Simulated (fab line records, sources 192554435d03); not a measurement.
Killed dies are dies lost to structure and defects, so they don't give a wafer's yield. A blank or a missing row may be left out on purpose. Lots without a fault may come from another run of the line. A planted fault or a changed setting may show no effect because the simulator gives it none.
Chamber matching | flow n5_finfet | N5_BEOL_M9_ETCH_65 on rie_diel-02: 4 sister chambers
The step etches SiARC in CF4, target depth 15.6 nm, time 26 s. 16 wafers are shown with their chamber, then 8 later ones without.

WAFERS WITH THEIR CHAMBER
wafer  | chamber | showerhead_plenum_p_Torr (Torr) | throttle_valve_pct (%) | oes_product_au (a.u.)
L074.2 | 2       | 2.10                            | 15.57                  | 0.80
L074.3 | 1       | 2.04                            | 15.97                  | 0.59
L074.6 | 0       | 2.09                            | 15.36                  | 0.78
L077.1 | 3       | 2.04                            | 15.77                  | 0.58
L077.5 | 2       | 2.10                            | 15.58                  | 0.79
L077.6 | 3       | 2.04                            | 15.79                  | 0.57
L079.3 | 1       | 2.04                            | 15.98                  | 0.59
L079.4 | 2       | 2.10                            | 15.57                  | 0.80
L079.6 | 3       | 2.04                            | 15.80                  | 0.58
L083.3 | 2       | 2.10                            | 15.60                  | 0.78
L083.5 | 0       | 2.09                            | 15.35                  | 0.76
L083.6 | 1       | 2.04                            | 15.98                  | 0.59
L085.3 | 3       | 2.04                            | 15.81                  | 0.57
L085.4 | 1       | 2.04                            | 15.99                  | 0.58
L085.5 | 3       | 2.04                            | 15.81                  | 0.56
L086.3 | 1       | 2.03                            | 16.03                  | 0.58

SIGNATURES (means of the wafers above)
reading                  | chamber 0 | chamber 1 | chamber 2 | chamber 3 | scatter within a chamber
showerhead_plenum_p_Torr | 2.0900    | 2.0380    | 2.1000    | 2.0400    | 0.00258
throttle_valve_pct       | 15.3550   | 15.9900   | 15.5800   | 15.7960   | 0.0182
oes_product_au           | 0.7700    | 0.5860    | 0.7925    | 0.5720    | 0.00854
Rule: a wafer's distance from a chamber is the root of the sum, over the readings, of the square of ((its reading less the chamber's mean) divided by the reading's scatter). The wafer belongs to the nearest chamber; if the next one is less than 2 further off, it can't be placed. The scatter: the root of (the sum of the squares of (reading less its chamber's mean) over the shown wafers, divided by (wafers less chambers)).

WAFERS WITHOUT THEIR CHAMBER
wafer  | showerhead_plenum_p_Torr (Torr) | throttle_valve_pct (%) | oes_product_au (a.u.)
L086.4 | 2.08                            | 15.38                  | 0.74
L086.6 | 2.03                            | 16.03                  | 0.58
L094.2 | 2.28                            | 15.35                  | 0.78
L094.3 | 2.09                            | 15.67                  | 0.73
L094.6 | 2.08                            | 15.43                  | 0.72
L096.1 | 2.29                            | 15.49                  | 0.84
L096.3 | 2.28                            | 15.34                  | 0.78
L096.5 | 2.08                            | 15.43                  | 0.73

WHICH CHAMBER EACH WENT THROUGH
wafer  | from the rows above | in truth
L086.4 | 0                   | 0
L086.6 | 1                   | 1
L094.2 | 2                   | 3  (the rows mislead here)
L094.3 | 2                   | 2
L094.6 | 0                   | 0
L096.1 | 2                   | 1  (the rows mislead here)
L096.3 | 2                   | 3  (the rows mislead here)
L096.5 | 0                   | 0
Placed correctly: 5 of 8. Can't be placed from these rows: 0. Placed wrongly: 3.
